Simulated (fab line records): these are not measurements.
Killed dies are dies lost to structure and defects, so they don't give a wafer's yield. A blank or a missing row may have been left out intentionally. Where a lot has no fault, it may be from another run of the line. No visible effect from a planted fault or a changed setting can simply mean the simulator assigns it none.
Comparing a struck lot with a sound one	flow n5-finfet	30 out of 1938 route steps
Sound: wafers L684.1, L684.2, L684.6. Wafers struck: L691.3, L691.4, L691.5. Last of all comes the cause.
Per side, at each step with rows, come the tool, then ch with its chambers, and then its first start. Under that, the readings that differ: sound wafers	struck wafers	difference of the means	sigmas: that difference in standard deviations of wafers without a fault.
alike: words and numbers the same on both sides, and readings whose means are apart by under 2 such deviations; not compared: readings that were withheld, readings missing a value for some wafer, numbers with overlapping values and no deviation given by the record, and bounds like >300 which may hide the same value.
Wherever a step has rows on one side only, a row that says differs or no value, or a row with sigmas, the two part there. Numbers that have no deviation but don't overlap get no sigmas and don't part them. A reading that every wafer of one side lacks parts them only if that side has two wafers or more.

first, 1 step without rows for these wafers: N5_BEOL_M8_ALD_77 (deposits TaN, target thk 2 nm, pulse time 2 s, purge time 3 s).
N5_BEOL_M8_SURFACE_TREAT_79:
  struck on pvd-sputter-02, day 14 21:46; sound on pvd-sputter-03, day 14 00:01
  not compared: throttle-valve-pct
then, 1 step without rows for these wafers: N5_BEOL_M8_CVD_78 (deposits Co from CCTBA/H2, target thk 2 nm, time 142.3 s).
N5_BEOL_M8_SPUTTER_48: material Cu, target thk 10 nm, time 1.667 s.
  struck on pvd-sputter-03, day 14 22:03; sound on pvd-sputter-01, day 14 00:17
  alike: throttle-valve-pct
then, 3 steps without rows for these wafers: N5_BEOL_M8_ECD_50 (material Cu, target thk 300 nm); N5_BEOL_M8_ANNEAL_51 (time 90 s); N5_BEOL_M8_CMP_52 (polishes, stops on SiCOH lowk, t overpolish 6.9 s, target thk 80 nm).
N5_BEOL_M8_THK_MEAS_53: measures by xrf.
  struck on film-metro-02, day 14 23:19; sound on film-metro-02, day 14 01:07
  alike: M8_THK
then, 2 steps without rows for these wafers: N5_BEOL_M8_PRE_CLEAN_55 (time 15 s); N5_BEOL_M8_DEP_56 (deposits SiCN from 3MS/NH3, target thk 10 nm, time 17.5 s).
N5_BEOL_M8_RS_MEAS_57: measurement is done with a four-point probe.
  struck on film-metro-02, day 14 23:31; sound on film-metro-02, day 14 01:14
  alike: M8_RS
N5_BEOL_M8_INSPECT_58: inspects for defects (darkfield).
  struck on defect-inspect-02, day 14 23:32; sound on defect-inspect-01, day 14 01:16
  alike: raw-defect-count
N5_BEOL_M9_ILD_DEP_00: deposits SiCOH lowk from DEMS/porogen, target thk 308.51 nm, time 58 s.
  sound on pecvd-04 ch 0,1,2, day 14 01:18; struck on pecvd-04 ch 0,1, day 14 23:35
  alike: heater-power-w, rf-fwd-power-W, showerhead-plenum-p-Torr, throttle-valve-pct
then, 1 step without rows for these wafers: N5_BEOL_M9_CURE_71 (cures SiCOH lowk, time 240 s).
N5_BEOL_M9_THK_MEAS_01:
  struck on film-metro-02, day 15 00:10; sound on film-metro-01, day 14 01:53
  alike: M9_ILD_THK
N5_BEOL_M9_PECVD_70: deposits SiO2 from TEOS/O2, target thk 20 nm, time 22.7 s.
  sound on pecvd-03 ch 0,1, day 14 01:56; struck on pecvd-04 ch 0,1,2, day 15 00:13
reading	sound	struck	difference	sigmas
heater-power-w (W)	531 557 547	809 920 989	+361	+3
  alike: rf-fwd-power-W, showerhead-plenum-p-Torr, throttle-valve-pct
N5_BEOL_M9_HM_DEP_02: deposits TiN, target thk 20 nm.
  struck on pvd-sputter-03, day 15 01:21; sound on pvd-sputter-02, day 14 03:37
  alike: throttle-valve-pct
then, 8 steps without rows for these wafers: N5_BEOL_M9_COAT_59 (time 60 s, resist thk 100 nm); N5_BEOL_M9_COAT_60 (time 60 s, resist thk 30 nm); N5_BEOL_M9_COAT_05 (resist thk 90 nm); N5_BEOL_M9_EBR_07; N5_BEOL_M9_SOFTBAKE_06 (time 60 s); N5_BEOL_M9_EXPOSE_08 (exposes mask M9); N5_BEOL_M9_PEB_09 (peb time 60 s); N5_BEOL_M9_DEVELOP_10 (develop time 30 s).
N5_BEOL_M9_CD_MEAS_11: the cd target is 64.1 nm.
  sound on cd-sem-03 ch 0, day 14 04:07; struck on cd-sem-02 ch 0, day 15 01:51
  alike: cd-nm
N5_BEOL_M9_OVL_MEAS_12:
  sound on overlay-01 ch 0, day 14 04:08; struck on overlay-02 ch 0, day 15 01:53
  alike: M9_OVL
N5_BEOL_M9_INSPECT_13: inspects for defects (brightfield).
  struck on defect-inspect-02, day 15 01:54; sound on defect-inspect-02, day 14 04:10
reading	sound	struck	difference	sigmas
raw-defect-count	344 522 335	1141 1130 1403	+824	+8
N5_BEOL_M9_DESCUM_16: chemistry O2, time 7.9 s.
  sound on rie-diel-03 ch 0,1,3, day 14 04:12; struck on rie-diel-06 ch 0,1,2, day 15 01:56
  alike: chamber-pressure-mTorr, drypump-motor-current-A, oes-product-au, rf-fwd-power-W, rf-vpp-V, showerhead-plenum-p-Torr, throttle-valve-pct
  not compared: rf-hours-counter-h
-- here the record skips 3 days between the struck wafers' starts before and after, leaving off in module BEOL_M9 and picking up in module PASSIVATION (first step shown: number 1936 of the route) --
N5_PASSIVATION_PROBE_49:
  struck on prober-02, day 17 23:56; sound on prober-02, day 17 00:47
reading	sound	struck	difference	sigmas
defect-limited-yield (%)	91.9 92.7 92.0	85.8 81.5 87.7	-7.2	-5
killed_at_M4_up	16 15 9	87 142 76	+88	+17
killed-dies	96 86 94	167 218 145	+85	+5
sort_bin_5_function (%)	4.9 4.5 4.3	8.1 12.1 6.9	+4.5	+5
sort-n-pass	1082 1094 1086	1013 962 1035	-84	-5
sort-yield-pct (%)	91.7 92.7 92.0	85.8 81.5 87.7	-7.1	-5
  alike: killed_at_M0_to_M3, killed-at-contacts, killed-at-front-end, killed-at-other, killed-open, killed-short, sort_bin_4_leakage, sort_bin_6_memory

WHERE THEY PART
First at N5_BEOL_M9_PECVD_70; last, within this record, at N5_PASSIVATION_PROBE_49.

WHY: what the simulator had put in
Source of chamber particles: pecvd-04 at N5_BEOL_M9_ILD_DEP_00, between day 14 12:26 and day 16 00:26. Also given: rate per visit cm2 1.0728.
